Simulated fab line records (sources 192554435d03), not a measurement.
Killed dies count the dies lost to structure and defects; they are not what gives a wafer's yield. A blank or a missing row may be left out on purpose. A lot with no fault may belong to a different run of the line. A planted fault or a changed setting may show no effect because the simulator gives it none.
Which of the tools did it? + flow n5-finfet + 9 lots, 25 wafers sampled, at 2 steps of a route of 1938

## WHAT THE GAUGES READ, wafer by wafer
N5_FIN_SAQP_THK_MEAS_05.
| lot  | measured    | on            | thk-nm (nm)    |
|------|-------------|---------------|----------------|
| L737 | day 2 16:40 | film-metro-02 | 38.4 38.7 39.0 |
| L738 | day 2 22:29 | film-metro-01 | 38.3 38.4 38.9 |
| L740 | day 3 09:14 | film-metro-01 | 37.7 37.8 38.2 |
| L747 | day 5 03:46 | film-metro-02 | 37.3 37.6 37.6 |
| L749 | day 5 15:32 | film-metro-02 | 38.0 38.0      |
| L750 | day 5 20:53 | film-metro-02 | 37.1 37.5      |
| L751 | day 6 03:20 | film-metro-01 | 37.5 37.5 38.3 |
| L756 | day 7 09:31 | film-metro-01 | 38.1 37.8 38.1 |
| L757 | day 7 17:07 | film-metro-01 | 38.1 38.3 38.6 |

## WHAT TOOL EACH LOT RAN ON (gives the tool, then ch and the chambers of the sampled wafers, and finally the start)
| lot  | N5_WELL_APT_RTA_34              |
|------|---------------------------------|
| L737 | rtp-anneal-01 ch 0, day 2 10:20 |
| L738 | rtp-anneal-02 ch 0, day 2 16:32 |
| L740 | rtp-anneal-01 ch 0, day 3 03:52 |
| L747 | rtp-anneal-02 ch 0, day 4 22:25 |
| L749 | rtp-anneal-02 ch 0, day 5 09:59 |
| L750 | rtp-anneal-01 ch 0, day 5 16:00 |
| L751 | rtp-anneal-01 ch 0, day 5 21:50 |
| L756 | rtp-anneal-02 ch 0, day 7 04:12 |
| L757 | rtp-anneal-01 ch 0, day 7 10:23 |
- N5_WELL_APT_RTA_34: time 10 s.

## THE ANSWER, worked out from the rows above alone
Rule: what is usual is taken from the lots themselves. The widest of any qualifying gaps counts: lots, ordered by their means at a reading, are off when they make up no more than a third of the lots, leave a main group of 4 or more, and stand apart from it by 3 or more times the standard deviation of that group's means. A main group whose means are all the same, to the digits that the tables above print for the reading, isn't used. A lot without any number at a reading at which 4 lots or more have one is off too. The other lots that the step has rows for count as sound.
No lot is off at any reading shown: from this, nothing can be told.

## WHAT THE SIMULATOR HAD INSERTED
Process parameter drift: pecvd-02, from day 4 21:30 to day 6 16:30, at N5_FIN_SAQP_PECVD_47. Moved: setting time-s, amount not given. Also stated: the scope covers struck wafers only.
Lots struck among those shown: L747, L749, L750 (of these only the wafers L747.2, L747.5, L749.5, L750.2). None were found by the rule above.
